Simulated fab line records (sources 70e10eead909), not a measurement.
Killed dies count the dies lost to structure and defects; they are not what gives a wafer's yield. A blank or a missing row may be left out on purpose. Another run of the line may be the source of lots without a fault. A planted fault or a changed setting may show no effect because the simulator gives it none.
Which tool is to blame? ; flow nand harc ; 13 lots with 39 wafers sampled at 4 steps, on a route of 1302 steps

## WHAT THE GAUGES READ, wafer by wafer
The record lacks any reading of a measuring or inspecting step that a usual standard deviation could be used to judge.

## TOOL THAT RAN EACH LOT (tool first, then ch and the chambers of the sampled wafers, then the start)
lot;NHARC_A_STAIRCASE_CMP_152;NHARC_A_SGD_CUT_SOFTBAKE_04;NHARC_A_SGD_CUT_DESCUM_14;NHARC_A_SGD_CUT_CMP_21
L524;cmp-01 ch 0,2,3, day 19 09:53;litho track-06 ch 0, day 19 12:00;rie diel-09 ch 0,2,3, day 19 12:44;cmp-04 ch 0,1,3, day 19 18:53
L522;cmp-02 ch 0,2,3, day 19 10:01;litho track-01 ch 0, day 19 12:00;rie diel-05 ch 0,1,3, day 19 12:53;cmp-02 ch 0,2, day 19 18:50
L523;cmp-04 ch 0,2,3, day 19 12:58;litho track-06 ch 0, day 19 15:00;rie diel-05 ch 1,2,3, day 19 15:43;cmp-03 ch 0,2,3, day 19 18:54
L525;cmp-01 ch 0,3, day 20 08:41;litho track-04 ch 0, day 20 10:00;rie diel-03 ch 0,3, day 20 11:24;cmp-02 ch 0,1,3, day 20 17:04
L528;cmp-04 ch 1,2,3, day 21 10:53;litho track-01 ch 0, day 21 12:00;rie diel-09 ch 0,1, day 21 13:32;cmp-04 ch 2,3, day 21 18:23
L530;cmp-02 ch 0,2,3, day 23 07:43;litho track-04 ch 0, day 23 09:00;rie diel-09 ch 0,1,3, day 23 10:34;cmp-03 ch 0,2,3, day 23 16:20
L529;cmp-01 ch 2,3, day 23 10:37;litho track-01 ch 0, day 23 12:00;rie diel-05 ch 2,3, day 23 13:27;cmp-04 ch 0,2,3, day 23 16:25
L536;cmp-04 ch 0,1,2, day 25 13:06;litho track-01 ch 0, day 25 15:00;rie diel-03 ch 0,1,2, day 25 15:41;cmp-02 ch 0,1, day 26 00:19
L538;cmp-02 ch 0,2,3, day 26 02:55;litho track-01 ch 0, day 26 05:00;rie diel-05 ch 0,2,3, day 26 05:31;cmp-02 ch 0,2,3, day 26 08:45
L541;cmp-01 ch 0,1, day 27 01:43;litho track-06 ch 0, day 27 03:00;rie diel-05 ch 0,2,3, day 27 04:18;cmp-02 ch 1,2,3, day 27 10:16
L542;cmp-02 ch 0,3, day 27 20:47;litho track-04 ch 0, day 27 22:00;rie diel-09 ch 0,1,2, day 27 23:36;cmp-02 ch 0,2,3, day 28 05:37
L543;cmp-04 ch 0,3, day 27 21:04;litho track-06 ch 0, day 27 23:00;rie diel-05 ch 0,1,3, day 27 23:46;cmp-04 ch 0,3, day 28 05:32
L545;cmp-01 ch 1,2,3, day 28 11:32;litho track-06 ch 0, day 28 13:00;rie diel-03 ch 0,1,3, day 28 14:10;cmp-02 ch 1,2,3, day 28 21:06
- NHARC_A_STAIRCASE_CMP_152: polishes.
- NHARC_A_SGD_CUT_SOFTBAKE_04: time 55 s.
- NHARC_A_SGD_CUT_DESCUM_14: chemistry O2, time 3 s.
- NHARC_A_SGD_CUT_CMP_21: polishes, target thk 148.19 nm.

## AS READ BY THE TOOLS THEMSELVES (means over the sampled wafers that have a number; for cases with no such wafer, the mark the record gives instead)
NHARC_A_STAIRCASE_CMP_152.
lot;tool;motor current A (A)
L524;cmp-01;11.9
L522;cmp-02;12.2
L523;cmp-04;11.9
L525;cmp-01;12.0
L528;cmp-04;12.5
L530;cmp-02;12.0
L529;cmp-01;11.6
L536;cmp-04;13.2
L538;cmp-02;12.1
L541;cmp-01;11.3
L542;cmp-02;12.5
L543;cmp-04;11.8
L545;cmp-01;11.8

NHARC_A_SGD_CUT_SOFTBAKE_04.
lot;tool;heater power total W (W);plate temp C (C)
L524;litho track-06;188.68;104.98
L522;litho track-01;188.47;105.06
L523;litho track-06;188.33;105.10
L525;litho track-04;188.56;104.93
L528;litho track-01;188.40;105.04
L530;litho track-04;188.46;105.08
L529;litho track-01;188.70;105.03
L536;litho track-01;190.19;105.66
L538;litho track-01;190.22;105.79
L541;litho track-06;188.46;104.90
L542;litho track-04;188.43;105.03
L543;litho track-06;188.48;104.91
L545;litho track-06;188.37;105.08

NHARC_A_SGD_CUT_DESCUM_14.
lot;tool;drypump motor current A (A);o2 flow sccm (sccm);oes product au (a.u.);rf vpp V (V);showerhead plenum p Torr (Torr);throttle valve pct (%)
L524;rie diel-09;6.0;200.3;1.003;58.0;2.03;11.313
L522;rie diel-05;5.9;200.4;0.997;58.2;1.87;11.311
L523;rie diel-05;5.7;200.2;0.994;58.3;1.91;11.321
L525;rie diel-03;5.7;200.1;1.014;57.2;1.93;11.312
L528;rie diel-09;6.1;199.6;1.010;57.6;2.02;11.311
L530;rie diel-09;6.0;200.0;0.995;58.0;2.01;11.300
L529;rie diel-05;5.7;200.3;1.008;57.7;1.95;11.311
L536;rie diel-03;5.7;199.6;1.001;57.1;1.93;11.310
L538;rie diel-05;5.6;200.3;1.008;57.6;1.94;11.312
L541;rie diel-05;5.5;200.4;0.999;58.5;1.94;11.311
L542;rie diel-09;5.6;200.2;0.997;57.8;2.02;11.308
L543;rie diel-05;5.9;199.8;0.995;57.1;1.87;11.309
L545;rie diel-03;5.7;200.1;1.009;57.6;1.91;11.316

NHARC_A_SGD_CUT_CMP_21.
lot;tool;motor current A (A);time to endpoint s (s)
L524;cmp-04;12.5;49.1
L522;cmp-02;12.0;50.6
L523;cmp-03;11.7;47.5
L525;cmp-02;12.4;50.1
L528;cmp-04;11.7;51.1
L530;cmp-03;11.6;49.3
L529;cmp-04;12.1;53.0
L536;cmp-02;12.1;52.0
L538;cmp-02;12.5;50.9
L541;cmp-02;12.1;49.8
L542;cmp-02;12.3;46.8
L543;cmp-04;11.9;49.5
L545;cmp-02;11.8;49.1

## THE ANSWER, worked out from the rows above alone
Rule: what is usual is taken from the lots themselves. Put in order of their means at a reading, lots are off if they are a third of the lots or fewer, leave a main group of 4 or more, and stand apart from it by a gap of 3 or more times the standard deviation of the main group's means; of several such gaps the widest counts. A main group is skipped when, at the precision printed for the reading in the tables above, its means are all equal. A lot without any number at a reading at which 4 lots or more have one is off too. All remaining lots with rows at the step are treated as sound. Order of review: gauges by route order, followed by the tools' own readings, for which a lot's mean as printed above is used. At the first step where some lot is off, the reading lying furthest off is the one used; lots without a number count as furthest.
Off at NHARC_A_SGD_CUT_SOFTBAKE_04 (heater power total W): L536, L538. Main group: mean 188.49 W, sd 0.11.
If a tool, at that step or one of the process steps before it, ran each lot that is off and ran no sound lot following the first of them, it fits. One fits: NHARC_A_SGD_CUT_SOFTBAKE_04 on litho track-01. Its last sound lot is L529 (day 23 12:00), its first lot that is off L536 (day 25 15:00): a fault that began between those two fits.
The tool's own readings at NHARC_A_SGD_CUT_SOFTBAKE_04 bear it out: on the lots that are off they differ by more than 5 times the standard deviation of the sound lots' means. heater power total W reads 190.20 W there against 188.49 W on the sound lots; plate temp C reads 105.72 C there against 105.01 C on the sound lots.

## WHAT THE SIMULATOR HAD INSERTED
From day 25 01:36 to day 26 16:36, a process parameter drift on litho track-01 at NHARC_A_SGD_CUT_SOFTBAKE_04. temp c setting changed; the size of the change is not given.
Lots struck among those shown: L536, L538. The rule above found the same.
